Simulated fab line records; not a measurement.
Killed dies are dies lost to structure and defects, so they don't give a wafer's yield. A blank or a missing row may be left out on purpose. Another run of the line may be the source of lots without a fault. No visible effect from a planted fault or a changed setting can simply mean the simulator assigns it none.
Chamber matching    flow nand_harc    NHARC_A_CONTACT_CMP_20 on cmp-01: 4 sister chambers
The step polishes, t overpolish 30 s, target thk 300 nm. 8 wafers are shown with their chamber, then 8 later ones without.

WAFERS WITH THEIR CHAMBER
wafer   chamber  motor_current_A (A)  time_to_endpoint_s (s)
L082.4  3        13.2                 56
L082.6  1        11.5                 58
L084.1  0        11.8                 59
L084.3  3        13.0                 59
L085.3  0        12.2                 61
L085.5  1        10.5                 64
L085.6  2        12.5                 61
L089.1  2        12.5                 56

WAFERS MISSING THEIR CHAMBER
wafer   motor_current_A (A)  time_to_endpoint_s (s)
L089.4  13.3                 57
L089.5  11.0                 57
L092.1  12.0                 56
L092.3  13.3                 55
L092.6  12.4                 56
L094.1  12.5                 58
L094.2  12.4                 57
L094.4  11.5                 57

WHICH CHAMBER EACH ONE RAN IN
wafer   from the rows above                in truth
L089.4  can't be placed: 3 or 2            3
L089.5  can't be placed: 1 or 0            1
L092.1  can't be placed: 0 or 2 or 3 or 1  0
L092.3  can't be placed: 3 or 2            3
L092.6  can't be placed: 2 or 0 or 3       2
L094.1  can't be placed: 2 or 0 or 3       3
L094.2  can't be placed: 2 or 0 or 3       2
L094.4  can't be placed: 0 or 1 or 2       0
0 of 8 placed correctly. Unplaceable from these rows: 8, with the true chamber sitting among the candidates in 8. Wrongly placed: 0.
How it was worked out, from the rows above alone: a wafer's distance from a chamber is the root of the sum, over the readings, of the square of ((its reading less the chamber's mean) divided by the reading's scatter). The wafer belongs to the nearest chamber; if the next one is less than 2 further off, it can't be placed. The mean given for a chamber averages the wafers shown for that chamber. The scatter is the square root of a quotient: the sum, over the shown wafers, of each reading's squared deviation from its chamber's mean, divided by wafers minus chambers.
